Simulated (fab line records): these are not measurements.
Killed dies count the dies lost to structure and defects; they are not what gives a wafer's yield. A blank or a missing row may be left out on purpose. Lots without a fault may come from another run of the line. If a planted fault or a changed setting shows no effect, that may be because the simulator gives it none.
A struck lot beside a sound one / flow nand_harc / 33 steps out of a route of 1302
Sound: the wafers L286.1, L286.4, L286.5. Struck: wafer L297.4 (L297.1, L297.5, from the same lot, were not struck and are left out); the cause is given at the end.
Each step with rows lists, per side, the tool, then ch with its chambers, then its first start. Under that, the readings that differ: sound wafers / struck wafers / difference of the means / sigmas: that difference in standard deviations of wafers without a fault.
alike: a reading whose means differ by less than 2 such deviations, as well as words and numbers matching on both sides. not compared: withheld readings; readings where some wafer has no value; bounds like >300 that might hide an equal value; numbers whose values overlap and for which the record gives no deviation.
The two part at a step that has a row with sigmas, a row that says differs or no value, or rows on one side only. Numbers that have no deviation but don't overlap get no sigmas and don't part them. Lack of a reading on every wafer of one side parts them only where that side has two or more wafers.

first, 9 steps without rows for these wafers: NHARC_A_M1_DESCUM_14 (chemistry O2, time 3 s); NHARC_A_M1_ETCH_35 (etches the open film in N2/H2, target depth 40 nm, overetch 12 nm, time 43.94 s); NHARC_A_M1_ETCH_15 (etches the open film in C4F8/Ar, target depth 182.5 nm, time 91.2 s); NHARC_A_M1_STRIP_18 (strips in N2/H2); NHARC_A_M1_ETCH_28 (etches the open film in CF4/N2, target depth 30 nm, time 72.99 s); NHARC_A_M1_STRIP_19 (strips in post etch residue remover, time 600 s); NHARC_A_M1_DEGAS_29 (time 60 s); NHARC_A_M1_PRE_CLEAN_30 (time 30 s); NHARC_A_M1_PVD_20 (deposits TaN, target thk 5 nm, time 8.06 s).
NHARC_A_M1_PVD_21: deposits Cu, target thk 30 nm, time 20.49 s.
  sound on pvd_sputter-01 at day 23 04:50; struck on pvd_sputter-01 at day 27 09:17
  alike: throttle_valve_pct
then, 22 steps without rows for these wafers: NHARC_A_M1_ECD_22 (material Cu, target thk 400 nm); NHARC_A_M1_ANNEAL_31 (time 90 s); NHARC_A_M1_CMP_23 (polishes, t overpolish 20 s, target thk 154.34 nm); NHARC_A_M1_SRD_25; NHARC_A_M1_PRE_CLEAN_32 (time 12 s); NHARC_A_M1_DEP_33 (deposits SiCN, target thk 30 nm); NHARC_A_BONDPAD_DEP_00 (deposits SiCN, target thk 250 nm); NHARC_A_BONDPAD_CMP_29 (polishes SiCN, target thk 200 nm); NHARC_A_BONDPAD_SRD_31; NHARC_A_BONDPAD_DEHYDRATE_01 (time 120 s); NHARC_A_BONDPAD_HMDS_02 (time 30 s); NHARC_A_BONDPAD_COAT_33 (time 65 s); NHARC_A_BONDPAD_COAT_03 (resist thk 600 nm); NHARC_A_BONDPAD_SOFTBAKE_04 (time 70 s); NHARC_A_BONDPAD_EBR_05; NHARC_A_BONDPAD_EXPOSE_06 (exposes mask A BPAD); NHARC_A_BONDPAD_PEB_07 (peb time 80 s); NHARC_A_BONDPAD_DEVELOP_08 (time 50 s); NHARC_A_BONDPAD_HARDBAKE_10 (time 65 s); NHARC_A_BONDPAD_DESCUM_11 (chemistry O2, time 3 s); NHARC_A_BONDPAD_ETCH_34 (etches the open film in N2/H2, target depth 60 nm, overetch 18 nm, time 65.91 s); NHARC_A_BONDPAD_ETCH_12 (etches the open film in CHF3/O2, target depth 220 nm, time 110 s).
NHARC_END_SORT_01:
  at this point the record logs the struck wafers (prober-02 ch 0, day 28 22:16) and has no rows for the sound ones

WHERE THEY PART
Within this record, at NHARC_END_SORT_01 only.

WHY: whatever the simulator had introduced
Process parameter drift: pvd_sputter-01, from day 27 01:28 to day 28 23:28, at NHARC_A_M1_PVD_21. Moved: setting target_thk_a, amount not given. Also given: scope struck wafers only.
